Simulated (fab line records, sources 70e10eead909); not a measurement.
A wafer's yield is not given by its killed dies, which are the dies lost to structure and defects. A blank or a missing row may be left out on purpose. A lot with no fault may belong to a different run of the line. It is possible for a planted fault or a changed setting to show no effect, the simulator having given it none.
Matching of chambers / flow nand-harc / NHARC_A_DECK1_JOINT_CMP_13 on cmp-04 has 4 sister chambers
The step polishes, target thk 51.023 nm. 7 wafers are shown with their chamber, then 8 later ones without.

== WAFERS WITH THEIR CHAMBER ==
wafer=L079.6; chamber=2; motor-current-A (A)=11.9; time-to-endpoint-s (s)=14.1
wafer=L082.6; chamber=0; motor-current-A (A)=13.3; time-to-endpoint-s (s)=9.0
wafer=L084.1; chamber=3; motor-current-A (A)=11.8; time-to-endpoint-s (s)=10.3
wafer=L084.3; chamber=0; motor-current-A (A)=13.7; time-to-endpoint-s (s)=10.1
wafer=L090.1; chamber=3; motor-current-A (A)=11.3; time-to-endpoint-s (s)=10.1
wafer=L090.5; chamber=1; motor-current-A (A)=11.2; time-to-endpoint-s (s)=11.0
wafer=L091.1; chamber=1; motor-current-A (A)=11.1; time-to-endpoint-s (s)=8.1

== WAFERS WITH NO CHAMBER GIVEN ==
wafer=L091.4; motor-current-A (A)=11.3; time-to-endpoint-s (s)=13.2
wafer=L091.5; motor-current-A (A)=12.4; time-to-endpoint-s (s)=12.4
wafer=L093.2; motor-current-A (A)=11.2; time-to-endpoint-s (s)=9.7
wafer=L093.3; motor-current-A (A)=11.7; time-to-endpoint-s (s)=12.5
wafer=L093.6; motor-current-A (A)=11.0; time-to-endpoint-s (s)=9.9
wafer=L095.2; motor-current-A (A)=11.8; time-to-endpoint-s (s)=8.2
wafer=L095.3; motor-current-A (A)=13.1; time-to-endpoint-s (s)=10.0
wafer=L095.6; motor-current-A (A)=11.7; time-to-endpoint-s (s)=8.3

== EACH ONE'S CHAMBER ==
wafer=L091.4; from the rows above=can't be placed: 2 or 3 or 1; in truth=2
wafer=L091.5; from the rows above=can't be placed: 2 or 3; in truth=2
wafer=L093.2; from the rows above=can't be placed: 1 or 3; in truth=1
wafer=L093.3; from the rows above=can't be placed: 2 or 3 or 1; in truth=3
wafer=L093.6; from the rows above=can't be placed: 1 or 3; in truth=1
wafer=L095.2; from the rows above=can't be placed: 3 or 1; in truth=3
wafer=L095.3; from the rows above=0; in truth=0
wafer=L095.6; from the rows above=can't be placed: 3 or 1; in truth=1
Placed correctly: 1 of 8. Can't be placed from these rows: 7 (the true chamber is among the candidates in 7). 0 placed wrongly.
How it was worked out, from the rows above alone: a wafer's distance from a chamber is the root of the sum, over the readings, of the square of ((its reading less the chamber's mean) divided by the reading's scatter). If the next closest chamber is less than 2 further off than the closest, the wafer can't be placed; otherwise it belongs to the closest. A chamber's mean is the mean of its shown wafers. The scatter: take each reading less its chamber's mean, square it, sum over the shown wafers, divide by the number of wafers less the number of chambers, and take the root.
